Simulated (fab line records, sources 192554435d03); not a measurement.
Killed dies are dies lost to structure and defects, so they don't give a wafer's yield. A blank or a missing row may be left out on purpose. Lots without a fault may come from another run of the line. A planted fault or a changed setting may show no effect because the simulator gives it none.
fab line records | flow n5_finfet | part 2 of 2: steps 31 to 31 of 31
record lots=6 wafers=18 last_day=18
route steps=1938 shown PASSIVATION@1904
lots that met no fault: from a run of the same line without faults
start_h: hours from the record's first day to the start of the lot's first wafer shown | wait_h: hours since the lot's step before | " the same as in the row above | L1.1+2: a row that stands for several wafers | - no value, or no start given | * or withheld: withheld | < > ~ a bound
route shown NAME@n: a module of which the file shows steps, and the number in the route of the first | usual: mean/standard deviation of fault-free wafers | same: alike in all rows | chamber/n: place in a boat | sites: the reading at each site | _std_site: their standard deviation | _edge_site: outer sites' mean less inner sites' | radius_mm: how far each site lies from the wafer's centre | mask NAME#n: copy n | behind: the tool/chamber that last shaped the wafer | hold: why the lot was held/for how many hours/how that ended | device: the transistor (n, p or np) that didn't switch | end of line: the same wafers' tests at the end of the route | a step without rows: its recipe alone | killed: dies lost to structure and defects at the first sort, not the wafer's yield | map: a wafer's dies, x killed, . not, _ none there
set.NAME: the setting as run; set.NAME@STEP: as run at that earlier step | model.NAME: the simulator's own value behind a step, which no gauge read
lots at some steps of the route; a table a step, a row a wafer
services: from which hour (start_h, from the record's first day; less than 0 if before it) a tool's chamber was out of use, for how many hours, and why
## steps
# step N5_PASSIVATION_PROBE_49
# usual defect_limited_yield=91.0/1.5 killed_at_M0_to_M3=33/9.4 killed_at_M4_up=14/4.8 killed_at_contacts=13/7.3 killed_at_front_end=43/13 killed_at_other=3.6/2.9 killed_dies=106/18 killed_open=69/13 killed_short=35/8.2 sort_bin_5_function=5.3/1 sort_bin_6_memory=3.3/0.68 sort_n_pass=1074/18 sort_yield_pct=91.0/1.5
# same gross_dies=1180 killed_at_back_side=0 sort_bin_4_leakage[%]=0 sort_bin_8_speed[%]=0
# columns lot.wafer tool chamber start_h wait_h defect_limited_yield[%] killed_at_M0_to_M3 killed_at_M4_up killed_at_contacts killed_at_front_end killed_at_other killed_dies killed_open killed_short sort_bin_5_function[%] sort_bin_6_memory[%] sort_n_pass sort_yield_pct[%]
L667.3 prober-01 - 289.53 0.1 91.2 38 15 6 39 6 104 64 37 5.4 3.1 1076 91.2
L667.4 prober-01 - 289.58 0.2 90.1 39 13 13 49 3 117 80 37 6.2 3.6 1063 90.1
L667.6 prober-01 - 289.68 0.3 92.7 30 11 9 29 7 86 59 27 4.7 2.4 1094 92.7
L666.1 prober-02 - 290.21 0.0 90.0 41 17 4 55 1 118 81 37 6.4 3.3 1062 90.0
L666.4 prober-02 - 290.36 0.2 90.3 41 7 24 42 0 114 76 37 5.3 4.2 1066 90.3
L666.6 prober-02 - 290.46 0.3 90.8 38 15 17 36 2 108 68 36 5.0 3.5 1072 90.8
L670.1 prober-02 - 329.31 0.0 92.4 30 10 8 39 3 90 61 27 5.1 2.3 1090 92.4
L670.3 prober-02 - 329.41 0.1 91.1 22 10 13 56 4 105 67 38 5.6 3.1 1075 91.1
L670.4 prober-02 - 329.46 0.2 90.1 24 8 16 66 3 117 66 49 6.3 3.3 1063 90.1
L671.1 prober-02 - 343.10 0.0 91.5 35 10 11 38 6 100 60 40 4.8 3.5 1080 91.5
L671.3 prober-02 - 343.20 0.1 88.1 48 6 21 52 13 140 83 52 6.4 4.7 1040 88.1
L671.6 prober-02 - 343.35 0.3 91.9 30 14 14 30 7 95 59 29 4.3 2.9 1085 91.9
L682.4 prober-01 - 390.33 0.2 91.6 27 9 13 48 2 99 61 37 5.3 2.9 1081 91.6
L682.5 prober-01 - 390.38 0.2 91.4 24 18 24 32 3 101 68 32 4.5 3.6 1079 91.4
L682.6 prober-01 - 390.43 0.3 92.6 21 9 5 49 3 87 55 31 4.3 2.5 1093 92.6
# killed by level:class
L667.3 GATE_CUT:geometric_particle:open=10 BEOL_M0_SAQP:geometric_particle:short=8 BEOL_M1:geometric_particle:open=8 BEOL_M4:geometric_particle:open=8 BEOL_M2:geometric_particle:open=7 STI_FIN_REVEAL:geometric_particle:open=6 MOL_CONTACT_COAG:geometric_particle:open=6 FIN_SAQP:geometric_particle:short=5
L667.4 STI_FIN_REVEAL:geometric_particle:open=12 MOL_CONTACT_COAG:geometric_particle:open=11 BEOL_M3:geometric_particle:open=9 BEOL_M0_SAQP:geometric_particle:short=8 FIN_SAQP:geometric_particle:open=7 GATE_CUT:geometric_particle:short=7 GATE_CUT:geometric_particle:open=6 BEOL_M1:geometric_particle:open=5
L667.6 STI_FIN_REVEAL:geometric_particle:open=9 BEOL_M2:geometric_particle:open=9 MOL_CONTACT_COAG:geometric_particle:open=8 DUMMY_GATE:geometric_particle:open=6 BEOL_M0_SAQP:geometric_particle:short=4 BEOL_M1:geometric_particle:open=4 BEOL_M4:geometric_particle:open=4 FIN_SAQP:geometric_particle:short=3
L666.1 BEOL_M2:geometric_particle:open=11 GATE_CUT:geometric_particle:open=9 BEOL_M0_SAQP:geometric_particle:short=9 BEOL_M1:geometric_particle:open=9 BEOL_M5:geometric_particle:open=9 FIN_SAQP:geometric_particle:short=8 STI_FIN_REVEAL:geometric_particle:open=8 GATE_CUT:geometric_particle:short=6
L666.4 MOL_CONTACT_COAG:geometric_particle:open=22 STI_FIN_REVEAL:geometric_particle:open=11 BEOL_M2:geometric_particle:open=11 GATE_CUT:geometric_particle:short=9 DUMMY_GATE:geometric_particle:open=6 BEOL_M1:geometric_particle:short=6 BEOL_M2:geometric_particle:short=6 STI_FIN_REVEAL:geometric_particle:short=4
L666.6 MOL_CONTACT_COAG:geometric_particle:open=11 BEOL_M2:geometric_particle:open=9 GATE_CUT:geometric_particle:short=8 BEOL_M0_SAQP:geometric_particle:open=8 FIN_SAQP:geometric_particle:open=7 MOL_CONTACT_COAG:geometric_particle:short=6 GATE_CUT:geometric_particle:open=5 BEOL_M1:geometric_particle:open=5
L670.1 FIN_SAQP:geometric_particle:open=14 BEOL_M3:geometric_particle:open=7 DUMMY_GATE:geometric_particle:open=6 BEOL_M0_SAQP:geometric_particle:short=6 STI_FIN_REVEAL:geometric_particle:open=5 MOL_CONTACT_COAG:geometric_particle:open=5 BEOL_M1:geometric_particle:open=5 BEOL_M0_SAQP:geometric_particle:open=4
L670.3 FIN_SAQP:geometric_particle:open=14 MOL_CONTACT_COAG:geometric_particle:open=9 ILD0:geometric_particle:short=7 BEOL_M2:geometric_particle:open=6 STARTING-WAFER:geometric_particle:open=6 FIN_SAQP:geometric_particle:short=5 STI_FIN_REVEAL:geometric_particle:open=5 DUMMY_GATE:geometric_particle:open=4
L670.4 FIN_SAQP:geometric_particle:short=18 FIN_SAQP:geometric_particle:open=12 BEOL_M1:geometric_particle:open=11 MOL_CONTACT_COAG:geometric_particle:open=10 GATE_CUT:geometric_particle:short=8 GATE_CUT:geometric_particle:open=6 DUMMY_GATE:geometric_particle:open=6 MOL_CONTACT_COAG:geometric_particle:short=6
L671.1 GATE_CUT:geometric_particle:short=10 MOL_CONTACT_COAG:geometric_particle:open=9 FIN_SAQP:geometric_particle:short=8 BEOL_M0_SAQP:geometric_particle:open=8 STI_FIN_REVEAL:geometric_particle:open=7 BEOL_M1:geometric_particle:open=7 BEOL_M0_SAQP:geometric_particle:short=7 BEOL_M4:geometric_particle:open=6
L671.3 STI_FIN_REVEAL:geometric_particle:open=17 MOL_CONTACT_COAG:geometric_particle:open=16 FIN_SAQP:geometric_particle:short=10 BEOL_M0_SAQP:geometric_particle:open=10 BEOL_M0:geometric_particle:short=10 BEOL_M0_SAQP:geometric_particle:short=9 BEOL_M1:geometric_particle:open=8 FIN_SAQP:geometric_particle:open=7
L671.6 MOL_CONTACT_COAG:geometric_particle:open=13 BEOL_M0_SAQP:geometric_particle:short=7 BEOL_M3:geometric_particle:open=7 HKMG_FIN:area_etch=7 FIN_SAQP:geometric_particle:open=5 BEOL_M1:geometric_particle:open=5 BEOL_M0:geometric_particle:short=4 BEOL_M5:geometric_particle:open=4
L682.4 STI_FIN_REVEAL:geometric_particle:open=15 FIN_SAQP:geometric_particle:short=13 MOL_CONTACT_COAG:geometric_particle:open=11 BEOL_M0_SAQP:geometric_particle:open=10 GATE_CUT:geometric_particle:short=6 BEOL_M0_SAQP:geometric_particle:short=4 BEOL_M0:geometric_particle:open=4 BEOL_M1:geometric_particle:open=4
L682.5 MOL_CONTACT_COAG:geometric_particle:open=18 FIN_SAQP:geometric_particle:open=9 FIN_SAQP:geometric_particle:short=8 BEOL_M0_SAQP:geometric_particle:short=8 BEOL_M0_SAQP:geometric_particle:open=7 MOL_CONTACT_COAG:geometric_particle:short=6 BEOL_M0:geometric_particle:open=6 BEOL_M8:geometric_particle:open=4
L682.6 STI_FIN_REVEAL:geometric_particle:open=26 STI_FIN_REVEAL:geometric_particle:short=8 BEOL_M0_SAQP:geometric_particle:open=5 FIN_SAQP:geometric_particle:short=4 MOL_CONTACT_COAG:geometric_particle:open=4 BEOL_M1:geometric_particle:open=4 ILD0:geometric_particle:short=3 GATE_CUT:geometric_particle:short=3
## services
# columns tool chamber start_h hours kind
rie_metal-03 - 264.13 0.5 repair
rie_metal-01 - 296.25 0.1 repair
rie_metal-01 1 300.14 - clean
rie_metal-01 1 300.14 21.2 scheduled_down
rie_metal-01 1 300.14 21.2 vent_cycle
rie_metal-03 1 300.85 7.4 repair
pecvd-04 - 307.35 2.8 pm
rie_diel-03 3 307.60 7.1 repair
pecvd-01 - 330.04 1.3 repair
rie_diel-02 3 335.50 4.8 repair
wet_bench-04 - 357.91 1.1 repair
rie_diel-06 2 362.62 4.0 repair
rie_diel-03 0 379.04 8.9 repair
rie_metal-02 0 382.15 8.1 repair
pecvd-04 - 398.25 0.9 repair
rie_diel-06 2 415.57 3.7 repair
rie_metal-03 1 418.38 - clean
